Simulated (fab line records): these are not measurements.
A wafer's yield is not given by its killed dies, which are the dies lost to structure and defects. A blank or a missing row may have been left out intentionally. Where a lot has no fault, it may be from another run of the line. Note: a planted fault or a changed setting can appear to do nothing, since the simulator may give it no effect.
Matching of chambers :: flow nand harc :: 4 sister chambers for NHARC_A_STAIRCASE_TRIM_12 on rie diel-04
The step chemistry O2, time 211.2 s. 8 wafers are shown with their chamber, then 9 later ones without.

## WAFERS WITH THEIR CHAMBER
wafer: L078.6
chamber: 3
showerhead plenum p Torr (Torr): 3.50
oes product au (a.u.): 0.993

wafer: L085.5
chamber: 2
showerhead plenum p Torr (Torr): 3.52
oes product au (a.u.): 0.999

wafer: L083.2
chamber: 0
showerhead plenum p Torr (Torr): 3.28
oes product au (a.u.): 1.001

wafer: L083.4
chamber: 0
showerhead plenum p Torr (Torr): 3.28
oes product au (a.u.): 1.007

wafer: L083.6
chamber: 2
showerhead plenum p Torr (Torr): 3.52
oes product au (a.u.): 0.988

wafer: L086.2
chamber: 1
showerhead plenum p Torr (Torr): 3.79
oes product au (a.u.): 0.999

wafer: L086.3
chamber: 3
showerhead plenum p Torr (Torr): 3.48
oes product au (a.u.): 0.990

wafer: L086.4
chamber: 1
showerhead plenum p Torr (Torr): 3.79
oes product au (a.u.): 1.009

## WAFERS WHOSE CHAMBER IS MISSING
wafer: L087.2
showerhead plenum p Torr (Torr): 3.48
oes product au (a.u.): 1.012

wafer: L087.3
showerhead plenum p Torr (Torr): 3.78
oes product au (a.u.): 1.004

wafer: L087.4
showerhead plenum p Torr (Torr): 3.78
oes product au (a.u.): 1.003

wafer: L091.2
showerhead plenum p Torr (Torr): 3.27
oes product au (a.u.): 0.995

wafer: L091.3
showerhead plenum p Torr (Torr): 3.51
oes product au (a.u.): 0.995

wafer: L091.5
showerhead plenum p Torr (Torr): 3.78
oes product au (a.u.): 0.998

wafer: L094.2
showerhead plenum p Torr (Torr): 3.77
oes product au (a.u.): 0.997

wafer: L094.3
showerhead plenum p Torr (Torr): 3.80
oes product au (a.u.): 1.001

wafer: L094.5
showerhead plenum p Torr (Torr): 3.51
oes product au (a.u.): 0.988

## WHICH CHAMBER EACH WENT THROUGH
wafer: L087.2
from the rows above: 3
in truth: 3

wafer: L087.3
from the rows above: 1
in truth: 1

wafer: L087.4
from the rows above: 1
in truth: 1

wafer: L091.2
from the rows above: 0
in truth: 0

wafer: L091.3
from the rows above: can't be placed: 2 or 3
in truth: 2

wafer: L091.5
from the rows above: 1
in truth: 1

wafer: L094.2
from the rows above: 1
in truth: 1

wafer: L094.3
from the rows above: 1
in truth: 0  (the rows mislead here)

wafer: L094.5
from the rows above: can't be placed: 2 or 3
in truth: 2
Correctly placed: 6 of 9. Can't be placed from these rows: 2 (the true chamber is among the candidates in 2). 1 placed wrongly.
How it was worked out, from the rows above alone: a wafer's distance from a chamber is the root of the sum, over the readings, of the square of ((its reading less the chamber's mean) divided by the reading's scatter). The wafer belongs to the nearest chamber; if the next one is less than 2 further off, it can't be placed. The mean given for a chamber averages the wafers shown for that chamber. The scatter: the root of (the sum of the squares of (reading less its chamber's mean) over the shown wafers, divided by (wafers less chambers)).
